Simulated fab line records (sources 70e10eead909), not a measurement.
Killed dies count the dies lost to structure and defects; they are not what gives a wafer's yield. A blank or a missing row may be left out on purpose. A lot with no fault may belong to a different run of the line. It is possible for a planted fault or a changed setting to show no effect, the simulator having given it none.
Which tool is to blame? | flow nand-harc | 24 lots, 72 wafers sampled, at 6 steps of a route of 1159

## WHAT THE GAUGES SHOWED, per wafer
NHARC_A_BLC_INSPECT_28.
lot  | measured     | on                | raw-defect-count
L076 | day 17 22:10 | defect-inspect-02 | 268 305 256
L075 | day 18 01:25 | defect-inspect-01 | 279 335 327
L077 | day 18 02:37 | defect-inspect-02 | 414 458 423
L080 | day 18 05:53 | defect-inspect-02 | 448 349 336
L078 | day 18 12:28 | defect-inspect-01 | 370 395 313
L079 | day 18 17:06 | defect-inspect-02 | 426 382 639
L074 | day 19 01:04 | defect-inspect-02 | 248 215 193
L081 | day 19 06:28 | defect-inspect-02 | 643 700 531
L082 | day 19 10:18 | defect-inspect-02 | 586 358 344
L083 | day 19 18:24 | defect-inspect-02 | 592 563 558
L085 | day 19 18:48 | defect-inspect-01 | 592 519 609
L084 | day 20 15:47 | defect-inspect-01 | 534 625 431
L088 | day 20 20:52 | defect-inspect-01 | 413 255 266
L087 | day 20 21:18 | defect-inspect-01 | 366 580 438
L086 | day 21 03:43 | defect-inspect-01 | 412 604 471
L089 | day 21 14:41 | defect-inspect-01 | 470 394 621
L090 | day 21 22:52 | defect-inspect-02 | 383 338 326
L094 | day 22 00:04 | defect-inspect-02 | 383 359 323
L091 | day 22 03:32 | defect-inspect-01 | 341 417 438
L092 | day 22 07:01 | defect-inspect-02 | 430 389 343
L093 | day 22 07:20 | defect-inspect-01 | 728 426 718
L095 | day 22 16:02 | defect-inspect-01 | 337 241 547
L096 | day 22 19:31 | defect-inspect-02 | 517 430 553
L097 | day 23 04:01 | defect-inspect-01 | 599 359 383

NHARC_A_M1_CD_MEAS_16.
lot  | measured     | on        | cd-nm (nm)
L076 | day 18 03:37 | cd-sem-03 | 118.9 118.5 119.2
L075 | day 18 06:42 | cd-sem-01 | 122.0 121.0 121.2
L077 | day 18 08:07 | cd-sem-01 | 120.8 121.8 122.3
L080 | day 18 11:22 | cd-sem-03 | 121.2 121.7 121.2
L078 | day 18 17:56 | cd-sem-02 | 120.9 121.5 119.9
L079 | day 18 22:18 | cd-sem-02 | 120.6 118.6 120.3
L074 | day 19 06:45 | cd-sem-01 | 122.4 119.9 120.2
L081 | day 19 11:55 | cd-sem-03 | 120.8 120.5 120.1
L082 | day 19 16:03 | cd-sem-02 | 121.0 120.8 120.0
L083 | day 20 00:11 | cd-sem-01 | 120.7 118.8 119.2
L085 | day 20 00:39 | cd-sem-03 | 121.6 119.8 120.2
L084 | day 20 22:28 | cd-sem-01 | 121.4 120.9 120.4
L088 | day 21 02:58 | cd-sem-03 | 120.8 120.9 120.5
L087 | day 21 03:45 | cd-sem-03 | 119.6 120.4 121.5
L086 | day 21 09:11 | cd-sem-01 | 119.7 120.0 119.5
L089 | day 21 20:20 | cd-sem-02 | 119.2 119.4 120.2
L090 | day 22 04:33 | cd-sem-01 | 119.3 118.6 119.5
L094 | day 22 05:36 | cd-sem-01 | 119.4 119.7 119.7
L091 | day 22 09:25 | cd-sem-02 | 120.0 118.3 119.9
L092 | day 22 12:57 | cd-sem-02 | 120.8 120.1 118.8
L093 | day 22 13:07 | cd-sem-02 | 119.2 119.4 119.0
L095 | day 22 21:27 | cd-sem-02 | 120.8 119.6 120.1
L096 | day 23 00:53 | cd-sem-02 | 120.0 119.8 119.9
L097 | day 23 09:42 | cd-sem-02 | 120.4 120.3 120.7

## TOOL THAT RAN EACH LOT (tool first, then ch and the chambers of the sampled wafers, then the start)
lot  | NHARC_A_CONTACT_ETCH_30                       | NHARC_A_CONTACT_ETCH_139             | NHARC_A_M0_PVD_21                       | NHARC_A_M1_ETCH_15
L076 | rie-diel-06 ch 1,2,3, day 17 07:38 or earlier | har-cap-etch-02 ch 0,1, day 17 07:38 | pvd-sputter-01, day 18 03:37 or earlier | rie-diel-01 ch 0,1, day 18 03:37 or earlier
L075 | rie-diel-06 ch 0,3, day 17 09:08              | har-cap-etch-01 ch 0,1, day 17 10:27 | pvd-sputter-02, day 18 06:42 or earlier | rie-diel-05 ch 0,2,3, day 18 06:42 or earlier
L077 | rie-diel-06 ch 1,2,3, day 17 11:50 or earlier | har-cap-etch-03 ch 0,1, day 17 11:50 | pvd-sputter-03, day 18 08:07 or earlier | rie-diel-05 ch 1,2, day 18 08:07 or earlier
L080 | rie-diel-07 ch 0,2, day 17 22:07 or earlier   | har-cap-etch-03 ch 0,1, day 17 22:07 | pvd-sputter-01, day 18 11:22 or earlier | rie-diel-05 ch 0,1, day 18 11:22 or earlier
L078 | rie-diel-03 ch 0,1, day 18 05:26 or earlier   | har-cap-etch-01 ch 0, day 18 05:26   | pvd-sputter-01, day 18 17:56 or earlier | rie-diel-10 ch 0,2, day 18 17:56 or earlier
L079 | rie-diel-07 ch 1,2,3, day 18 09:51 or earlier | har-cap-etch-03 ch 0,1, day 18 09:51 | pvd-sputter-02, day 18 22:18 or earlier | rie-diel-10 ch 1,2, day 18 22:18 or earlier
L074 | rie-diel-03 ch 0,2, day 18 14:34 or earlier   | har-cap-etch-03 ch 0,1, day 18 14:34 | pvd-sputter-03, day 19 06:45 or earlier | rie-diel-01 ch 2,3, day 19 06:45 or earlier
L081 | rie-diel-07 ch 1,2,3, day 18 18:51 or earlier | har-cap-etch-02 ch 1, day 18 18:51   | pvd-sputter-02, day 19 11:55 or earlier | rie-diel-01 ch 1,3, day 19 11:55 or earlier
L082 | rie-diel-06 ch 0,3, day 18 23:51 or earlier   | har-cap-etch-01 ch 0,1, day 18 23:51 | pvd-sputter-02, day 19 16:03 or earlier | rie-diel-05 ch 0,1,2, day 19 16:03 or earlier
L083 | rie-diel-03 ch 1,2,3, day 19 09:21 or earlier | har-cap-etch-01 ch 0,1, day 19 09:21 | pvd-sputter-03, day 20 00:11 or earlier | rie-diel-10 ch 0,2,3, day 20 00:11 or earlier
L085 | rie-diel-07 ch 0,2,3, day 19 11:50 or earlier | har-cap-etch-03 ch 0,1, day 19 11:50 | pvd-sputter-01, day 20 00:39 or earlier | rie-diel-10 ch 0,2,3, day 20 00:39 or earlier
L084 | rie-diel-06 ch 2,3, day 19 19:40 or earlier   | har-cap-etch-01 ch 0,1, day 19 19:40 | pvd-sputter-02, day 20 22:28 or earlier | rie-diel-01 ch 0,1,3, day 20 22:28 or earlier
L088 | rie-diel-07 ch 0,1, day 19 20:49 or earlier   | har-cap-etch-03 ch 0,1, day 19 20:49 | pvd-sputter-03, day 21 02:58 or earlier | rie-diel-01 ch 0,1,2, day 21 02:58 or earlier
L087 | rie-diel-07 ch 0,1,2, day 20 00:00 or earlier | har-cap-etch-01 ch 1, day 20 00:00   | pvd-sputter-01, day 21 03:45 or earlier | rie-diel-01 ch 0,1,2, day 21 03:45 or earlier
L086 | rie-diel-07 ch 0,1,2, day 20 04:01 or earlier | har-cap-etch-03 ch 0,1, day 20 04:01 | pvd-sputter-01, day 21 09:11 or earlier | rie-diel-01 ch 1,2, day 21 09:11 or earlier
L089 | rie-diel-07 ch 0,1,2, day 21 01:26 or earlier | har-cap-etch-01 ch 0,1, day 21 01:26 | pvd-sputter-03, day 21 20:20 or earlier | rie-diel-05 ch 2,3, day 21 20:20 or earlier
L090 | rie-diel-06 ch 1,3, day 21 02:56 or earlier   | har-cap-etch-03 ch 0,1, day 21 02:56 | pvd-sputter-02, day 22 04:33 or earlier | rie-diel-10 ch 1,2, day 22 04:33 or earlier
L094 | rie-diel-07 ch 2,3, day 21 08:59 or earlier   | har-cap-etch-01 ch 0,1, day 21 08:59 | pvd-sputter-01, day 22 05:36 or earlier | rie-diel-05 ch 1,2, day 22 05:36 or earlier
L091 | rie-diel-07 ch 0,2, day 21 16:01 or earlier   | har-cap-etch-03 ch 1, day 21 16:01   | pvd-sputter-03, day 22 09:25 or earlier | rie-diel-01 ch 0,2, day 22 09:25 or earlier
L092 | rie-diel-06 ch 0,1, day 21 17:17 or earlier   | har-cap-etch-01 ch 1, day 21 17:17   | pvd-sputter-01, day 22 12:57 or earlier | rie-diel-10 ch 0,2,3, day 22 12:57 or earlier
L093 | rie-diel-03 ch 1,3, day 21 21:27 or earlier   | har-cap-etch-02 ch 1, day 21 21:27   | pvd-sputter-03, day 22 13:07 or earlier | rie-diel-05 ch 0,2,3, day 22 13:07 or earlier
L095 | rie-diel-07 ch 0,1,3, day 22 07:50 or earlier | har-cap-etch-03 ch 0,1, day 22 07:50 | pvd-sputter-02, day 22 21:27 or earlier | rie-diel-10 ch 0,2, day 22 21:27 or earlier
L096 | rie-diel-07 ch 0,1, day 22 12:27 or earlier   | har-cap-etch-03 ch 0,1, day 22 12:27 | pvd-sputter-03, day 23 00:53 or earlier | rie-diel-05 ch 1,2,3, day 23 00:53 or earlier
L097 | rie-diel-07 ch 0,1, day 22 20:16 or earlier   | har-cap-etch-03 ch 0,1, day 22 20:16 | pvd-sputter-01, day 23 09:42 or earlier | rie-diel-05 ch 1,2,3, day 23 09:42 or earlier
- NHARC_A_CONTACT_ETCH_30: etches the open film in CF4/CHF3, target depth 60.5 nm, time 30.2 s.
- NHARC_A_CONTACT_ETCH_139: etches the open film in C4F8/O2/Ar, time 137 s, target depth 590 nm.
- NHARC_A_M0_PVD_21: deposits Cu, target thk 30 nm, time 20.49 s.
- NHARC_A_M1_ETCH_15: etches the open film in C4F8/Ar, target depth 182.5 nm, time 91.2 s.

## WHAT THE TOOLS THEMSELVES READ (means of the sampled wafers that have a number; where no wafer has one, the mark that the record gives instead)
NHARC_A_CONTACT_ETCH_30.
lot  | tool        | bias-w (W) | drypump-motor-current-A (A) | oes-product-au (a.u.) | rf-vpp-V (V) | showerhead-plenum-p-Torr (Torr) | throttle-valve-pct (%)
L076 | rie-diel-06 | 200.0      | 5.5                         | 0.930                 | 370.7        | 1.56                            | 16.807
L075 | rie-diel-06 | 199.9      | 5.8                         | 0.921                 | 367.7        | 1.49                            | 16.803
L077 | rie-diel-06 | 199.7      | 5.5                         | 0.979                 | 370.6        | 1.56                            | 16.790
L080 | rie-diel-07 | 200.1      | 5.2                         | 0.930                 | 372.5        | 1.60                            | 16.798
L078 | rie-diel-03 | 199.6      | 6.0                         | 0.935                 | 371.3        | 1.58                            | 16.801
L079 | rie-diel-07 | 199.7      | 5.5                         | 0.969                 | 372.8        | 1.64                            | 16.804
L074 | rie-diel-03 | 199.9      | 5.2                         | 0.964                 | 370.0        | 1.57                            | 16.808
L081 | rie-diel-07 | 200.0      | 5.5                         | 0.929                 | 373.5        | 1.64                            | 16.804
L082 | rie-diel-06 | 199.6      | 5.8                         | 0.953                 | 367.1        | 1.48                            | 16.802
L083 | rie-diel-03 | 200.2      | 5.5                         | 0.932                 | 372.5        | 1.63                            | 16.804
L085 | rie-diel-07 | 199.9      | 5.4                         | 0.928                 | 372.3        | 1.62                            | 16.807
L084 | rie-diel-06 | 200.2      | 5.8                         | 0.923                 | 371.9        | 1.61                            | 16.798
L088 | rie-diel-07 | 199.5      | 5.4                         | 0.937                 | 372.8        | 1.64                            | 16.798
L087 | rie-diel-07 | 199.7      | 5.3                         | 0.927                 | 371.5        | 1.62                            | 16.798
L086 | rie-diel-07 | 199.5      | 5.4                         | 0.931                 | 372.6        | 1.62                            | 16.799
L089 | rie-diel-07 | 200.0      | 5.3                         | 0.923                 | 372.2        | 1.62                            | 16.801
L090 | rie-diel-06 | 200.5      | 5.4                         | 0.953                 | 368.1        | 1.50                            | 16.804
L094 | rie-diel-07 | 199.9      | 5.5                         | 0.916                 | 372.5        | 1.62                            | 16.809
L091 | rie-diel-07 | 200.0      | 5.3                         | 0.917                 | 370.8        | 1.60                            | 16.803
L092 | rie-diel-06 | 199.6      | 5.5                         | 0.933                 | 367.0        | 1.49                            | 16.812
L093 | rie-diel-03 | 199.6      | 6.0                         | 0.924                 | 373.0        | 1.62                            | 16.799
L095 | rie-diel-07 | 200.1      | 5.4                         | 0.924                 | 372.6        | 1.64                            | 16.798
L096 | rie-diel-07 | 199.8      | 5.4                         | 0.927                 | 372.9        | 1.63                            | 16.798
L097 | rie-diel-07 | 200.3      | 5.2                         | 0.929                 | 371.2        | 1.62                            | 16.798

NHARC_A_M0_PVD_21.
lot  | tool           | throttle-valve-pct (%)
L076 | pvd-sputter-01 | 29.2
L075 | pvd-sputter-02 | 29.6
L077 | pvd-sputter-03 | 28.9
L080 | pvd-sputter-01 | 29.5
L078 | pvd-sputter-01 | 28.7
L079 | pvd-sputter-02 | 29.3
L074 | pvd-sputter-03 | 28.8
L081 | pvd-sputter-02 | 29.5
L082 | pvd-sputter-02 | 29.4
L083 | pvd-sputter-03 | 28.9
L085 | pvd-sputter-01 | 30.1
L084 | pvd-sputter-02 | 29.2
L088 | pvd-sputter-03 | 29.3
L087 | pvd-sputter-01 | 30.0
L086 | pvd-sputter-01 | 29.8
L089 | pvd-sputter-03 | 29.0
L090 | pvd-sputter-02 | 29.2
L094 | pvd-sputter-01 | 29.1
L091 | pvd-sputter-03 | 28.5
L092 | pvd-sputter-01 | 29.6
L093 | pvd-sputter-03 | 28.6
L095 | pvd-sputter-02 | 29.3
L096 | pvd-sputter-03 | 28.7
L097 | pvd-sputter-01 | 30.1

NHARC_A_M1_ETCH_15.
lot  | tool        | bias-w (W) | oes-product-au (a.u.) | rf-vpp-V (V)
L076 | rie-diel-01 | 300.1      | 0.983                 | 441.3
L075 | rie-diel-05 | 299.5      | 0.955                 | 442.6
L077 | rie-diel-05 | 299.6      | 0.930                 | 439.8
L080 | rie-diel-05 | 299.4      | 0.927                 | 440.0
L078 | rie-diel-10 | 299.6      | 0.977                 | 439.9
L079 | rie-diel-10 | 300.8      | 0.963                 | 440.6
L074 | rie-diel-01 | 300.8      | 0.969                 | 438.7
L081 | rie-diel-01 | 299.3      | 0.921                 | 440.1
L082 | rie-diel-05 | 299.7      | 0.924                 | 441.3
L083 | rie-diel-10 | 300.5      | 0.933                 | 441.1
L085 | rie-diel-10 | 299.7      | 0.972                 | 440.6
L084 | rie-diel-01 | 300.1      | 0.955                 | 440.3
L088 | rie-diel-01 | 299.7      | 0.953                 | 440.3
L087 | rie-diel-01 | 299.6      | 0.955                 | 440.0
L086 | rie-diel-01 | 300.0      | 0.928                 | 439.7
L089 | rie-diel-05 | 299.1      | 0.942                 | 443.2
L090 | rie-diel-10 | 300.9      | 0.967                 | 440.6
L094 | rie-diel-05 | 299.8      | 0.975                 | 441.5
L091 | rie-diel-01 | 300.3      | 0.959                 | 440.8
L092 | rie-diel-10 | 299.8      | 0.973                 | 440.4
L093 | rie-diel-05 | 301.0      | 0.953                 | 442.1
L095 | rie-diel-10 | 300.2      | 0.969                 | 441.3
L096 | rie-diel-05 | 300.1      | 0.963                 | 440.7
L097 | rie-diel-05 | 300.1      | 0.961                 | 441.2

## THE ANSWER, worked out from the rows above alone
Rule: what is usual is taken from the lots themselves. The widest of any qualifying gaps counts: lots, ordered by their means at a reading, are off when they make up no more than a third of the lots, leave a main group of 4 or more, and stand apart from it by 3 or more times the standard deviation of that group's means. If all means in a main group match to the digits the tables above print for the reading, that group is not used. A lot without any number at a reading at which 4 lots or more have one is off too. Where the step has rows for the other lots, those lots are counted as sound. First the gauges in route order, then the tools' own readings, where a lot's mean is used as printed above. At the first step where some lot is off, the reading lying furthest off is the one used; lots without a number count as furthest.
No lot is off at any reading shown: from this, nothing can be told.

## WHAT HAD BEEN PUT IN BY THE SIMULATOR
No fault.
